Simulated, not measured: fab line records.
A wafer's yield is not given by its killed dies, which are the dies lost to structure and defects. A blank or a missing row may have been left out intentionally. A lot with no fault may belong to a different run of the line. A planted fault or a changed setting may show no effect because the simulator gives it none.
Matching of chambers	flow n5 finfet	N5_BEOL_M3_STRIP_66 on rie diel-03 has 4 sister chambers
The step strips in CF4. 22 wafers are shown with their chamber, then 11 later ones without.

== WAFERS, EACH WITH ITS CHAMBER ==
wafer	chamber	showerhead plenum p Torr (Torr)	drypump motor current A (A)	throttle valve pct (%)
L077.1	0	1.74	5.74	13.74
L077.2	2	1.83	6.04	13.59
L077.5	2	1.83	6.03	13.60
L080.1	1	1.76	5.48	13.88
L080.3	2	1.83	6.02	13.60
L080.5	3	1.85	5.83	13.62
L082.1	1	1.76	5.48	13.89
L082.2	0	1.73	5.74	13.72
L082.6	2	1.83	6.03	13.60
L084.2	2	1.83	6.05	13.63
L084.3	0	1.73	5.72	13.73
L084.6	3	1.85	5.78	13.65
L087.1	0	1.73	5.74	13.75
L087.4	1	1.76	5.49	13.91
L087.6	0	1.73	5.72	13.73
L089.2	2	1.83	6.04	13.65
L089.5	0	1.73	5.73	13.75
L089.6	1	1.76	5.48	13.91
L088.1	3	1.85	5.78	13.66
L088.3	2	1.82	6.05	13.63
L088.6	0	1.73	5.70	13.75
L092.2	0	1.73	5.74	13.77

SIGNATURES, as means of the wafers listed above
reading	chamber 0	chamber 1	chamber 2	chamber 3	scatter within a chamber
showerhead plenum p Torr	1.7312	1.7600	1.8286	1.8500	0.0031
drypump motor current A	5.7287	5.4825	6.0371	5.7967	0.0149
throttle valve pct	13.7425	13.8975	13.6143	13.6433	0.0187
Rule: for each reading, subtract the chamber's mean from the wafer's reading, divide by that reading's scatter and square the result; add these up over the readings and take the root, which gives the wafer's distance from the chamber. The wafer belongs to the nearest chamber; if the next one is less than 2 further off, it can't be placed. The scatter: take each reading less its chamber's mean, square it, sum over the shown wafers, divide by the number of wafers less the number of chambers, and take the root.

== WAFERS WHOSE CHAMBER IS MISSING ==
wafer	showerhead plenum p Torr (Torr)	drypump motor current A (A)	throttle valve pct (%)
L092.3	1.82	6.05	13.66
L092.5	1.73	5.74	13.77
L093.3	1.73	5.75	13.76
L093.5	1.82	6.05	13.67
L093.6	1.85	5.83	13.71
L094.1	1.73	5.75	13.77
L094.3	1.85	5.81	13.69
L094.5	1.82	6.03	13.65
L096.3	1.75	5.51	13.97
L096.5	1.75	5.49	13.95
L096.6	1.82	6.05	13.68

== EACH ONE'S CHAMBER ==
wafer	from the rows above	in truth
L092.3	2	2
L092.5	0	0
L093.3	0	0
L093.5	2	2
L093.6	3	3
L094.1	0	0
L094.3	3	3
L094.5	2	2
L096.3	1	1
L096.5	1	1
L096.6	2	2
Correct placement for 11 of the 11. Left unplaced by these rows: 0. Number placed wrongly: 0.
